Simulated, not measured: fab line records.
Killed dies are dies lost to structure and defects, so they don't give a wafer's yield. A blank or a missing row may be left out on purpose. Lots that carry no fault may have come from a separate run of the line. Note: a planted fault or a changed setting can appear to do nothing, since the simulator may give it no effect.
Matching of chambers	flow nand-harc	4 sister chambers for NHARC_A_STAIRCASE_TRIM_220 on rie-diel-09
The step chemistry O2, time 211.2 s. 16 wafers are shown with their chamber, then 8 later ones without.

## EACH WAFER AND ITS CHAMBER
wafer	chamber	drypump-motor-current-A (A)	showerhead-plenum-p-Torr (Torr)	oes-product-au (a.u.)
L079.2	3	5.1	3.71	1.016
L079.3	0	5.9	3.61	0.969
L079.4	1	5.7	3.56	0.997
L080.2	3	5.1	3.70	1.016
L080.3	1	5.8	3.56	0.997
L080.5	3	5.1	3.70	1.014
L084.3	0	5.9	3.61	0.978
L084.4	1	5.8	3.56	0.992
L084.6	2	5.8	3.77	1.003
L085.1	2	5.8	3.76	1.001
L085.2	0	5.9	3.60	0.977
L085.4	3	5.1	3.70	0.999
L091.1	3	5.1	3.69	1.012
L091.3	0	5.9	3.60	0.978
L091.6	0	5.9	3.60	0.979
L093.1	0	5.9	3.59	0.982

SIGNATURES, as means of the wafers listed above
reading	chamber 0	chamber 1	chamber 2	chamber 3	scatter within a chamber
drypump-motor-current-A	5.900	5.767	5.800	5.100	0.0236
showerhead-plenum-p-Torr	3.6017	3.5600	3.7650	3.7000	0.00667
oes-product-au	0.97717	0.99533	1.00200	1.01140	0.00514
Rule: for each reading, subtract the chamber's mean from the wafer's reading, divide by that reading's scatter and square the result; add these up over the readings and take the root, which gives the wafer's distance from the chamber. The wafer belongs to the nearest chamber; if the next one is less than 2 further off, it can't be placed. The scatter: take each reading less its chamber's mean, square it, sum over the shown wafers, divide by the number of wafers less the number of chambers, and take the root.

## WAFERS MISSING THEIR CHAMBER
wafer	drypump-motor-current-A (A)	showerhead-plenum-p-Torr (Torr)	oes-product-au (a.u.)
L093.5	5.8	3.54	0.991
L093.6	5.9	3.59	0.975
L095.1	5.8	3.75	0.999
L095.3	5.7	3.54	1.000
L095.4	5.9	3.59	0.984
L097.2	5.9	3.59	0.971
L097.4	5.7	3.54	0.974
L097.5	5.9	3.59	0.972

## EACH ONE'S CHAMBER
wafer	from the rows above	in truth
L093.5	1	1
L093.6	0	0
L095.1	2	2
L095.3	1	1
L095.4	0	0
L097.2	0	0
L097.4	1	1
L097.5	0	0
Placed correctly: 8 of 8. From these rows, 0 cannot be placed. Wrongly placed: 0.
